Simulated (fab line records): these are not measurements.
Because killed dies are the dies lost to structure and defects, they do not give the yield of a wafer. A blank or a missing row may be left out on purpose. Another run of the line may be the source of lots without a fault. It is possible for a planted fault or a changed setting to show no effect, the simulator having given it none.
Which tool did it? / flow nand_harc / Sampling: 6 lots, 16 wafers, 4 of 1159 route steps

== WHAT EACH GAUGE READ, for each wafer ==
NHARC_A_ONON_D1_THK_MEAS_27: measures by ellipsometry.
lot=L640; measured=day 8 06:19; on=film_metro-01; thk_nm (nm)=1018 1016 1017
lot=L645; measured=day 9 08:23; on=film_metro-01; thk_nm (nm)=995 994 995
lot=L647; measured=day 10 06:25; on=film_metro-01; thk_nm (nm)=981 982 983
lot=L652; measured=day 12 02:39; on=film_metro-01; thk_nm (nm)=1003 1391
lot=L656; measured=day 12 07:06; on=film_metro-01; thk_nm (nm)=1398 1009
lot=L660; measured=day 12 18:16; on=film_metro-02; thk_nm (nm)=1001 1000 999

== TOOL THAT RAN EACH LOT (tool first, then ch and the chambers of the sampled wafers, then the start) ==
lot=L640; NHARC_A_ZERO_WELL_ETCH_19=rie_diel-04 ch 1,2, day 6 21:15; NHARC_A_ZERO_WELL_ETCH_13=rie_si-02 ch 0,3, day 6 21:23; NHARC_A_ONON_D1_DEP_25=pecvd_onon-04 ch 0, day 8 05:58
lot=L645; NHARC_A_ZERO_WELL_ETCH_19=rie_diel-04 ch 0,1,3, day 7 23:45; NHARC_A_ZERO_WELL_ETCH_13=rie_si-06 ch 0,1,3, day 7 23:54; NHARC_A_ONON_D1_DEP_25=pecvd_onon-04 ch 0, day 9 07:59
lot=L647; NHARC_A_ZERO_WELL_ETCH_19=rie_diel-05 ch 0,2,3, day 8 13:23; NHARC_A_ZERO_WELL_ETCH_13=rie_si-03 ch 0,1,3, day 8 13:31; NHARC_A_ONON_D1_DEP_25=pecvd_onon-04 ch 0, day 10 05:54
lot=L652; NHARC_A_ZERO_WELL_ETCH_19=rie_diel-04 ch 1,2, day 10 14:35; NHARC_A_ZERO_WELL_ETCH_13=rie_si-03 ch 1,2, day 10 14:41; NHARC_A_ONON_D1_DEP_25=pecvd_onon-04 ch 0, day 12 02:07
lot=L656; NHARC_A_ZERO_WELL_ETCH_19=rie_diel-05 ch 0,1, day 10 18:40; NHARC_A_ZERO_WELL_ETCH_13=rie_si-03 ch 2, day 10 18:47; NHARC_A_ONON_D1_DEP_25=pecvd_onon-04 ch 0, day 12 06:42
lot=L660; NHARC_A_ZERO_WELL_ETCH_19=rie_diel-04 ch 0,2,3, day 11 11:58; NHARC_A_ZERO_WELL_ETCH_13=rie_si-02 ch 0,1, day 11 12:05; NHARC_A_ONON_D1_DEP_25=pecvd_onon-02 ch 0, day 12 17:52
- NHARC_A_ZERO_WELL_ETCH_19: etches the open film in N2/H2, target depth 80 nm, overetch 24 nm, time 87.88 s.
- NHARC_A_ZERO_WELL_ETCH_13: etches the open film in HBr/Cl2, target depth 120 nm, time 40.1 s.
- NHARC_A_ONON_D1_DEP_25: target thk 1000 nm.

== THE ANSWER, worked out from the rows above alone ==
Rule: the usual values come from the lots themselves. Put in order of their means at a reading, lots are off if they are a third of the lots or fewer, leave a main group of 4 or more, and stand apart from it by a gap of 3 or more times the standard deviation of the main group's means; of several such gaps the widest counts. The tables above print the reading to a certain number of digits; a main group whose means all agree to those digits is not used. A lot without any number at a reading at which 4 lots or more have one is off too. The other lots that the step has rows for count as sound.
Off, at NHARC_A_ONON_D1_THK_MEAS_27 on thk_nm: L652, L656. The main group has a mean of 998 nm with a standard deviation of 13.
A tool fits if, at a process step before that reading, it ran every lot that is off, and no sound lot after the first of them. The gauges at NHARC_A_ONON_D1_THK_MEAS_27 are tried like those tools. Can't be told from this: 3 tools fit, rie_si-03 at NHARC_A_ZERO_WELL_ETCH_13, pecvd_onon-04 at NHARC_A_ONON_D1_DEP_25, film_metro-01 at NHARC_A_ONON_D1_THK_MEAS_27.

== WHAT HAD BEEN PUT IN BY THE SIMULATOR ==
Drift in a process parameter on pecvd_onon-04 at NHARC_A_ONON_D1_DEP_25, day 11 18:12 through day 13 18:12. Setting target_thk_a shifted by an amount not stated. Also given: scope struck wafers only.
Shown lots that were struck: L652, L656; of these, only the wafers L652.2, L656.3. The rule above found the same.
